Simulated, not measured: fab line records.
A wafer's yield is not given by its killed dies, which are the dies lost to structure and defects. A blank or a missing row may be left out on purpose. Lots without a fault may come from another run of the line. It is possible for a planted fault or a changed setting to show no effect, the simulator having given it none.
fab line records | flow nand_harc | part 1 of 2: steps 1 to 4 of 6
[record] lots = 23 wafers = 69 last_day = 34
route steps=1302 shown A_CHANNEL_FILL_D2@620 A_STAIRCASE@668
lots untouched by any fault: they come from a run of this same line in which no faults occurred
start_h: start of the lot's first displayed wafer, in hours after the record's first day | wait_h: how many hours have passed since the lot's step before this one | " same as the row above | L1.1+2: one row covering several wafers at once | - no value, or no start was given | * or withheld: withheld | < > ~ a bound
route shown NAME@n: names a module that has steps shown in the file, with the first one's number in the route | usual: the fault-free wafers' mean and standard deviation | same: alike in all rows | chamber/n: place in a boat | sites: readings site by site | _std_site: their standard deviation | _edge_site: the outer-site mean with the inner-site mean subtracted | radius_mm: how far each site lies from the wafer's centre | mask NAME#n: copy n | behind: the most recent tool/chamber to have shaped the wafer | hold: reason for holding the lot/hours on hold/outcome of the hold | device: whichever transistor did not switch (one of n, p or np) | end of line: tests run on the same wafers once the route is complete | where a step has no rows: the recipe by itself | killed: dies lost to structure and defects at the first sort, not the wafer's yield | map: a wafer's dies, x killed, . not, _ none there
set.NAME: the run value of the setting; set.NAME@STEP: its run value at that earlier step | model.NAME: the simulator's own value behind a step, which no gauge read
the route's steps for a sample of lots (tables are steps, rows are wafers)
services: when a tool's chamber went out of use (start_h, in hours from the record's first day, below 0 if earlier), for how many hours, and the reason
[[steps]]
[step NHARC_A_CHANNEL_FILL_D2_ETCHBACK_20]
[recipe] target_depth_a = 270 time_s = 13.5 c4f8_flow_sccm = withheld o2_flow_sccm = 8 ar_flow_sccm = withheld rf_w = 600 bias_w = 1500 chemistry = C4F8/O2/Ar
[usual] bias_w = 1500/4.6 oes_product_au = 0.995/0.019 rf_vpp_V = 980/5.5
// columns lot.wafer tool chamber start_h wait_h bias_w oes_product_au rf_hours_counter_h rf_vpp_V
L074.4 rie_diel-12 0 323.76 - 1491 0.999 1 986
L074.3 " 1 " " 1503 1.003 2 981
L074.5 " 3 " " 1500 1.000 - 982
L075.2 rie_diel-04 2 323.78 - 1491 0.988 27 983
L075.1 " 3 " " 1495 1.002 22 987
L075.6 " 1 " " 1503 1.013 - 976
L077.1 rie_diel-12 3 347.73 - 1496 1.013 2 981
L077.3 " 1 " " 1507 1.000 2 980
L077.2 " 2 " " 1504 0.999 2 972
L076.4 rie_diel-04 1 347.76 - 1500 1.012 31 974
L076.3 " 0 " " 1497 1.002 24 968
L076.5 " 1 " " 1503 1.004 - 975
L078.2 rie_diel-12 2 347.81 - 1506 1.013 2 975
L078.1 " 1 " " 1498 0.997 2 980
L078.6 " 3 " " 1502 0.998 - 982
L081.1 rie_diel-12 1 379.42 - 1499 0.979 3 981
L081.4 " 2 " " 1499 0.994 3 974
L081.2 " 3 " " 1489 1.000 3 984
L079.3 rie_diel-02 1 379.42 - 1502 0.990 5 984
L079.2 " 2 " " 1499 0.995 5 984
L079.5 " 0 " " 1502 0.995 - 980
L080.4 rie_diel-02 0 379.46 - 1503 1.003 4 978
L080.3 " 2 " " 1499 0.978 5 985
L080.2 " 3 " " 1496 0.997 5 986
L082.3 rie_diel-12 0 402.43 - 1498 0.914 3 988
L082.1 " 1 " " 1494 0.918 4 980
L082.5 " 0 " " 1500 0.923 - 986
L083.3 rie_diel-02 2 406.37 - 1504 0.997 0 986
L083.1 " 0 " " 1494 1.001 0 980
L083.6 " 1 " " 1501 0.991 - 984
L085.1 rie_diel-12 3 440.79 - 1496 1.008 5 983
L085.2 " 0 " " 1500 1.011 5 987
L085.5 " 1 " " 1491 0.994 - 980
L084.2 rie_diel-12 2 444.34 - 1495 1.008 5 973
L084.3 " 3 " " 1488 1.006 5 983
L084.1 " 0 " " 1506 1.010 5 986
L086.3 rie_diel-02 0 444.35 - 1506 0.990 1 978
L086.2 " 2 " " 1500 1.003 1 985
L086.5 " 0 " " 1500 0.994 - 979
L088.3 rie_diel-04 1 470.34 - 1502 0.999 16 973
L088.2 " 0 " " 1503 0.940 15 968
L088.5 " 1 " " 1502 1.001 - 973
L089.1 rie_diel-02 1 482.32 - 1495 1.000 2 982
L089.3 " 2 " " 1503 0.993 2 984
L089.2 " 3 " " 1495 0.989 2 984
L090.3 rie_diel-04 1 482.33 - 1495 1.011 18 974
L090.6 " 1 " " 1498 1.013 - 974
L090.5 " 3 " " 1496 1.010 - 987
L091.1 rie_diel-04 0 496.60 - 1499 0.991 20 968
L091.4 " 2 " " 1496 0.992 20 983
L091.3 " 3 " " 1503 1.012 22 985
L092.4 rie_diel-02 2 516.06 - 1505 1.002 3 985
L092.1 " 3 " " 1509 1.001 3 987
L092.3 " 0 " " 1495 0.993 3 980
L093.2 rie_diel-02 1 527.76 - 1500 0.965 3 982
L093.4 " 3 " " 1496 0.963 3 986
L093.5 " 1 " " 1499 0.971 - 984
L094.4 rie_diel-12 2 540.90 - 1498 1.009 2 973
L094.3 " 3 " " 1499 1.017 2 982
L094.1 " 1 " " 1493 0.999 2 981
L095.3 rie_diel-02 2 540.92 - 1500 0.994 4 985
L095.1 " 3 " " 1505 1.018 4 987
L095.5 " 0 " " 1500 0.992 - 979
L096.1 rie_diel-12 2 548.28 - 1509 1.009 2 973
L096.3 " 0 " " 1501 1.008 2 987
L096.4 " 1 " " 1491 1.000 2 980
L097.3 rie_diel-04 1 559.22 - 1500 1.005 3 974
L097.4 " 2 " " 1505 1.011 3 983
L097.6 " 1 " " 1503 1.005 - 975
[step NHARC_A_CHANNEL_FILL_D2_RTA_24]
[recipe] temp_c = 1000 time_s = 5
[usual] lamp_power_pct = 29.42/0.25 wafer_temp_C_max = 1004.3/1
// columns lot.wafer tool chamber start_h wait_h lamp_power_pct wafer_temp_C_max
L075.1 rtp_anneal-01 0 347.76 0.0 29.25 1004.6
L075.2 " 0 " " 29.23 1002.6
L075.6 " 0 " " 29.25 1004.7
L074.3 rtp_anneal-01 0 347.99 0.2 29.25 1003.3
L074.4 " 0 " " 29.22 1003.6
L074.5 " 0 " " 29.30 1003.7
L077.1 rtp_anneal-02 0 370.93 0.0 29.81 1005.3
L077.2 " 0 " " 29.68 1006.5
L077.3 " 0 " " 29.74 1008.2
L076.3 rtp_anneal-01 0 370.99 0.1 29.23 1003.9
L076.4 " 0 " " 29.17 1003.8
L076.5 " 0 " " 29.22 1003.6
L078.1 rtp_anneal-02 0 371.10 0.2 29.71 1004.9
L078.2 " 0 " " 29.73 1004.7
L078.6 " 0 " " 29.70 1004.0
L080.2 rtp_anneal-02 0 402.76 0.1 29.75 1003.6
L080.3 " 0 " " 29.80 1004.8
L080.4 " 0 " " 29.80 1004.5
L079.2 rtp_anneal-01 0 402.76 0.1 29.22 1003.8
L079.3 " 0 " " 29.24 1004.5
L079.5 " 0 " " 29.26 1003.2
L081.1 rtp_anneal-02 0 402.90 0.2 29.75 1004.3
L081.2 " 0 " " 29.82 1003.6
L081.4 " 0 " " 29.70 1003.9
L082.1 rtp_anneal-02 0 426.34 0.0 29.77 1005.1
L082.3 " 0 " " 29.73 1004.2
L082.5 " 0 " " 29.79 1003.6
L083.1 rtp_anneal-01 0 432.13 0.0 29.22 1004.5
L083.3 " 0 " " 29.20 1003.0
L083.6 " 0 " " 29.27 1004.1
L085.1 rtp_anneal-01 0 464.76 0.0 29.27 1003.4
L085.2 " 0 " " 29.26 1003.5
L085.5 " 0 " " 29.19 1005.7
L084.1 rtp_anneal-01 0 467.47 0.1 29.20 1004.0
L084.2 " 0 " " 29.16 1005.1
L084.3 " 0 " " 29.19 1003.8
L086.2 rtp_anneal-02 0 471.18 0.1 29.71 1004.4
L086.3 " 0 " " 29.72 1004.1
L086.5 " 0 " " 29.70 1003.8
L088.2 rtp_anneal-01 0 493.89 0.1 29.27 1004.1
L088.3 " 0 " " 29.20 1002.5
L088.5 " 0 " " 29.25 1003.7
L090.3 rtp_anneal-01 0 505.67 0.1 29.19 1003.5
L090.5 " 0 " " 29.26 1004.4
L090.6 " 0 " " 29.24 1005.2
L089.1 rtp_anneal-02 0 505.75 0.2 29.79 1004.1
L089.2 " 0 " " 29.69 1003.2
L089.3 " 0 " " 29.76 1005.1
L091.1 rtp_anneal-01 0 520.21 0.0 29.19 1004.1
L091.3 " 0 " " 29.19 1004.2
L091.4 " 0 " " 29.17 1005.3
L092.1 rtp_anneal-01 0 540.14 0.0 29.23 1004.2
L092.3 " 0 " " 29.22 1003.4
L092.4 " 0 " " 29.18 1002.5
L093.2 rtp_anneal-01 0 552.02 0.1 29.18 1002.6
L093.4 " 0 " " 29.25 1003.4
L093.5 " 0 " " 29.23 1004.0
L095.1 rtp_anneal-01 0 563.87 0.0 29.25 1004.0
L095.3 " 0 " " 29.24 1005.4
L095.5 " 0 " " 29.24 1003.2
L094.1 rtp_anneal-02 0 563.88 0.0 29.74 1005.8
L094.3 " 0 " " 29.75 1005.5
L094.4 " 0 " " 29.79 1005.5
L096.1 rtp_anneal-01 0 571.79 0.0 29.26 1004.3
L096.3 " 0 " " 29.22 1004.5
L096.4 " 0 " " 29.29 1003.1
L097.3 rtp_anneal-01 0 582.96 0.1 29.26 1003.4
L097.4 " 0 " " 29.25 1003.6
L097.6 " 0 " " 29.22 1003.4
[step NHARC_A_STAIRCASE_TRIM_12]
[recipe] time_s = 211.2 o2_flow_sccm = 500 ar_flow_sccm = 0 bias_w = 0 chemistry = O2
[usual] drypump_motor_current_A = 5.9/0.35 oes_product_au = 1.000/0.01 rf_vpp_V = 57.9/0.94 showerhead_plenum_p_Torr = 3.59/0.18 throttle_valve_pct = 17.036/0.0086
[same] bias_w = 0
// columns lot.wafer tool chamber start_h wait_h drypump_motor_current_A oes_product_au rf_hours_counter_h rf_vpp_V showerhead_plenum_p_Torr throttle_valve_pct
L075.2 rie_diel-08 2 350.82 0.1 6.0 0.990 56 57.2 3.28 17.054
L075.1 " 0 " " 5.9 0.992 53 59.5 3.47 17.048
L075.6 " 2 " " 6.0 0.979 - 59.3 3.28 17.027
L074.3 rie_diel-08 2 351.28 0.2 6.0 0.998 56 58.2 3.28 17.031
L074.4 " 3 " " 5.2 1.004 56 56.4 3.54 17.022
L074.5 " 1 " " 6.3 0.992 - 57.1 3.78 17.040
L077.1 rie_diel-13 3 373.97 0.1 5.9 0.994 1 58.5 3.31 17.048
L077.3 " 1 " " 6.6 1.014 10 58.3 3.74 17.034
L077.2 " 2 " " 5.7 0.998 10 58.3 3.77 17.039
L076.3 rie_diel-13 2 374.28 0.2 5.7 1.006 10 58.4 3.77 17.028
L076.4 " 0 " " 5.6 0.989 10 57.3 3.34 17.051
L076.5 " 2 " " 5.7 1.006 - 58.3 3.77 17.024
L078.2 rie_diel-13 0 374.44 0.2 5.6 1.004 10 58.3 3.34 17.033
L078.1 " 2 " " 5.8 0.998 10 57.0 3.77 17.021
L078.6 " 0 " " 5.6 1.003 - 57.1 3.34 17.026
L079.3 rie_diel-05 2 405.76 0.1 5.8 1.008 58 58.1 3.44 17.039
L079.2 " 0 " " 5.6 1.001 56 57.8 3.27 17.042
L079.5 " 2 " " 5.8 0.998 - 56.8 3.44 17.035
L080.4 rie_diel-08 0 406.11 0.1 5.9 0.999 8 57.5 3.47 17.037
L080.2 " 2 " " 6.0 0.986 8 57.9 3.80 17.030
L080.3 " 3 " " 5.2 0.995 9 57.6 3.54 17.041
L081.2 rie_diel-05 3 406.31 0.1 6.0 1.007 43 56.8 3.49 17.039
L081.1 " 1 " " 6.2 0.994 56 57.0 3.78 17.035
L081.4 " 2 " " 5.8 1.016 58 57.9 3.44 17.043
L082.3 rie_diel-05 2 429.81 0.1 5.8 1.014 8 57.9 3.44 17.031
L082.1 " 3 " " 6.0 1.008 6 56.5 3.49 17.037
L082.5 " 1 " " 6.2 0.982 - 59.1 3.77 17.038
L083.1 rie_diel-08 2 435.18 0.1 6.0 1.018 17 57.7 3.80 17.036
L083.3 " 0 " " 5.9 1.005 17 57.8 3.46 17.035
L083.6 " 2 " " 6.0 1.006 - 57.5 3.80 17.015
L085.1 rie_diel-05 2 467.93 0.1 5.8 0.991 21 57.3 3.43 17.034
L085.2 " 0 " " 5.7 0.990 17 57.9 3.80 17.030
L085.5 " 2 " " 5.8 0.998 - 59.0 3.43 17.042
L084.2 rie_diel-05 3 470.62 0.1 6.0 1.009 22 57.0 3.48 17.027
L084.1 " 0 " " 5.6 1.015 18 58.9 3.80 17.022
L084.3 " 2 " " 5.8 1.002 22 57.7 3.43 17.025
L086.3 rie_diel-13 3 474.08 0.1 5.9 1.001 29 58.3 3.30 17.034
L086.2 " 0 " " 5.6 0.981 44 58.9 3.33 17.032
L086.5 " 2 " " 5.7 0.989 - 58.6 3.76 17.038
L088.3 rie_diel-08 1 497.19 0.1 6.3 0.998 33 57.8 3.76 17.029
L088.2 " 2 " " 6.0 1.001 34 59.9 3.79 17.030
L088.5 " 1 " " 6.3 1.011 - 57.8 3.76 17.026
L090.3 rie_diel-05 2 508.68 0.1 5.8 1.008 33 57.6 3.43 17.034
L090.6 " 2 " " 5.8 1.005 - 56.5 3.43 17.034
L090.5 " 3 " " 6.0 1.003 - 57.2 3.48 17.026
L089.1 rie_diel-05 0 509.04 0.1 5.6 1.010 28 57.5 3.79 17.044
L089.3 " 1 " " 6.2 0.981 29 57.7 3.76 17.050
L089.2 " 3 " " 6.0 0.994 34 58.7 3.48 17.045
L091.4 rie_diel-08 3 523.15 0.1 5.1 1.009 48 56.8 3.51 17.013
L091.3 " 1 " " 6.3 1.007 42 58.0 3.75 17.052
L091.1 " 2 " " 6.0 1.002 43 58.0 3.78 17.043
L092.1 rie_diel-13 2 543.21 0.1 5.7 1.007 3 59.5 3.74 17.041
L092.4 " 3 " " 5.9 0.996 2 56.8 3.29 17.028
L092.3 " 0 " " 5.6 1.000 2 58.1 3.32 17.030
L093.2 rie_diel-08 2 555.28 0.1 6.0 0.993 0 58.0 3.78 17.041
L093.4 " 3 " " 5.2 1.001 0 58.2 3.51 17.039
L093.5 " 3 " " 5.2 0.996 - 57.5 3.51 17.046
L095.1 rie_diel-08 0 567.21 0.1 5.9 1.005 3 57.3 3.44 17.041
L095.3 " 1 " " 6.3 0.999 3 58.0 3.75 17.040
L095.5 " 2 " " 6.0 1.000 - 57.3 3.78 17.014
L094.1 rie_diel-13 1 567.47 0.1 6.6 1.021 12 59.3 3.71 17.033
L094.4 " 2 " " 5.8 1.002 11 59.7 3.74 17.045
L094.3 " 3 " " 5.9 0.994 8 56.9 3.29 17.043
L096.4 rie_diel-05 3 574.87 0.1 6.0 0.988 55 58.0 3.46 17.026
L096.1 " 1 " " 6.2 0.980 55 58.8 3.74 17.023
L096.3 " 2 " " 5.8 1.002 57 57.6 3.41 17.044
L097.3 rie_diel-08 2 587.46 1.1 6.0 0.999 11 58.6 3.77 17.035
L097.4 " 0 " " 5.9 0.996 14 58.2 3.43 17.026
L097.6 " 2 " " 6.0 1.000 - 59.5 3.77 17.047
[step NHARC_A_STAIRCASE_TRIM_187]
[recipe] time_s = 211.2 o2_flow_sccm = 500 ar_flow_sccm = 0 bias_w = 0 chemistry = O2
[usual] drypump_motor_current_A = 5.9/0.34 oes_product_au = 1.001/0.0097 rf_vpp_V = 57.9/0.94 showerhead_plenum_p_Torr = 3.59/0.18 throttle_valve_pct = 17.037/0.008
[same] bias_w = 0
// columns lot.wafer tool chamber start_h wait_h drypump_motor_current_A oes_product_au rf_hours_counter_h rf_vpp_V showerhead_plenum_p_Torr throttle_valve_pct
L075.2 rie_diel-13 2 355.45 0.1 5.8 1.001 2 59.4 3.78 17.054
L075.1 " 0 " " 5.6 0.976 2 57.6 3.35 17.044
L075.6 " 0 " " 5.6 0.987 - 56.9 3.35 17.040
L074.4 rie_diel-05 2 357.89 0.1 5.8 1.008 41 57.0 3.45 17.042
L074.3 " 0 " " 5.6 1.003 38 57.8 3.28 17.037
L074.5 " 2 " " 5.8 1.009 - 56.8 3.45 17.035
L077.3 rie_diel-13 0 380.18 0.1 5.6 0.988 13 59.0 3.34 17.038
L077.1 " 1 " " 6.6 1.006 12 57.5 3.74 17.048
L077.2 " 2 " " 5.7 1.002 12 59.4 3.77 17.030
L076.4 rie_diel-08 2 380.47 0.1 6.0 1.009 1 57.7 3.81 17.047
L076.3 " 3 " " 5.1 1.004 1 58.1 3.54 17.039
L076.5 " 1 " " 6.3 0.996 - 58.6 3.78 17.027
L078.2 rie_diel-05 0 380.50 0.1 5.6 1.010 47 57.6 3.27 17.034
L078.1 " 2 " " 5.8 1.007 49 58.5 3.45 17.040
L078.6 " 3 " " 6.0 1.003 - 57.6 3.50 17.041
L079.2 rie_diel-13 2 409.53 0.1 5.7 0.999 22 58.7 3.76 17.025
L079.3 " 3 " " 5.9 0.995 14 57.9 3.31 17.031
L079.5 " 1 " " 6.6 1.005 - 58.9 3.73 17.036
L081.2 rie_diel-08 0 410.10 0.1 5.9 0.999 10 58.0 3.47 17.034
L081.4 " 2 " " 6.0 0.999 9 57.7 3.80 17.033
L081.1 " 3 " " 5.2 1.010 10 58.6 3.54 17.046
L080.2 rie_diel-13 0 410.48 0.1 5.6 1.000 25 58.4 3.34 17.058
L080.3 " 1 " " 6.6 1.017 24 59.3 3.73 17.027
L080.4 " 2 " " 5.7 1.006 22 59.9 3.76 17.024
L082.1 rie_diel-05 2 434.31 0.1 5.8 1.004 10 58.2 3.44 17.050
L082.3 " 0 " " 5.6 1.005 7 58.1 3.80 17.046
L082.5 " 2 " " 5.8 0.996 - 58.9 3.44 17.024
L083.1 rie_diel-08 1 439.43 0.1 6.3 0.993 18 58.8 3.77 17.032
L083.3 " 2 " " 6.0 1.007 18 57.9 3.80 17.036
L083.6 " 1 " " 6.3 1.006 - 59.0 3.77 17.039
L085.2 rie_diel-13 3 471.50 0.1 5.9 1.006 28 57.1 3.30 17.046
L085.1 " 0 " " 5.6 0.994 43 56.0 3.33 17.027
L085.5 " 2 " " 5.7 1.004 - 57.9 3.76 17.046
L084.3 rie_diel-08 0 474.34 0.1 5.9 1.009 28 56.7 3.45 17.044
L084.2 " 1 " " 6.3 1.005 27 57.8 3.76 17.037
L084.1 " 3 " " 5.2 1.004 30 58.4 3.52 17.041
L086.2 rie_diel-08 2 480.32 0.1 6.0 1.010 31 58.2 3.79 17.028
L086.3 " 3 " " 5.2 1.006 34 56.3 3.52 17.034
L086.5 " 3 " " 5.2 1.013 - 57.3 3.52 17.020
L088.2 rie_diel-08 0 500.90 0.1 5.9 1.006 37 57.7 3.45 17.033
L088.3 " 1 " " 6.3 1.008 34 57.2 3.76 17.033
L088.5 " 0 " " 5.9 1.000 - 56.7 3.45 17.045
L090.3 rie_diel-13 3 513.39 0.1 5.9 1.005 44 56.5 3.29 17.050
L090.5 " 1 " " 6.6 1.020 - 58.2 3.72 17.036
L090.6 " 2 " " 5.7 0.996 - 58.3 3.75 17.041
L089.2 rie_diel-05 3 513.71 0.1 6.0 1.002 36 57.6 3.48 17.029
L089.3 " 0 " " 5.6 1.004 30 57.8 3.79 17.046
L089.1 " 1 " " 6.2 0.980 31 58.0 3.76 17.042
L091.4 rie_diel-05 2 527.38 0.1 5.8 1.000 42 57.5 3.42 17.037
L091.3 " 3 " " 6.0 0.995 41 57.9 3.47 17.042
L091.1 " 1 " " 6.2 0.990 36 59.0 3.75 17.040
L092.3 rie_diel-05 2 546.94 0.1 5.8 1.002 48 57.4 3.42 17.031
L092.1 " 0 " " 5.7 1.014 44 59.1 3.78 17.033
L092.4 " 1 " " 6.2 0.982 44 59.7 3.75 17.028
L093.2 rie_diel-05 3 558.94 0.1 6.0 1.003 51 58.8 3.47 17.031
L093.4 " 0 " " 5.6 1.014 49 57.8 3.78 17.046
L093.5 " 2 " " 5.8 1.009 - 58.5 3.42 17.037
L095.3 rie_diel-05 1 570.89 0.1 6.2 0.984 52 57.6 3.74 17.048
L095.1 " 2 " " 5.8 1.000 55 58.7 3.41 17.043
L095.5 " 1 " " 6.2 0.979 - 58.2 3.74 17.035
L094.1 rie_diel-05 2 571.20 0.1 5.8 0.998 55 58.3 3.41 17.026
L094.4 " 3 " " 6.0 0.996 54 58.0 3.47 17.035
L094.3 " 1 " " 6.2 0.981 53 58.2 3.74 17.030
L096.1 rie_diel-13 1 578.71 0.1 6.6 1.017 16 59.1 3.71 17.045
L096.4 " 2 " " 5.8 0.999 18 57.8 3.73 17.043
L096.3 " 0 " " 5.6 0.973 12 54.2 3.31 17.034
L097.3 rie_diel-08 2 591.43 0.3 6.0 1.000 13 58.5 3.77 17.030
L097.4 " 3 " " 5.2 0.994 15 58.2 3.50 17.039
L097.6 " 3 " " 5.2 0.986 - 59.0 3.50 17.040
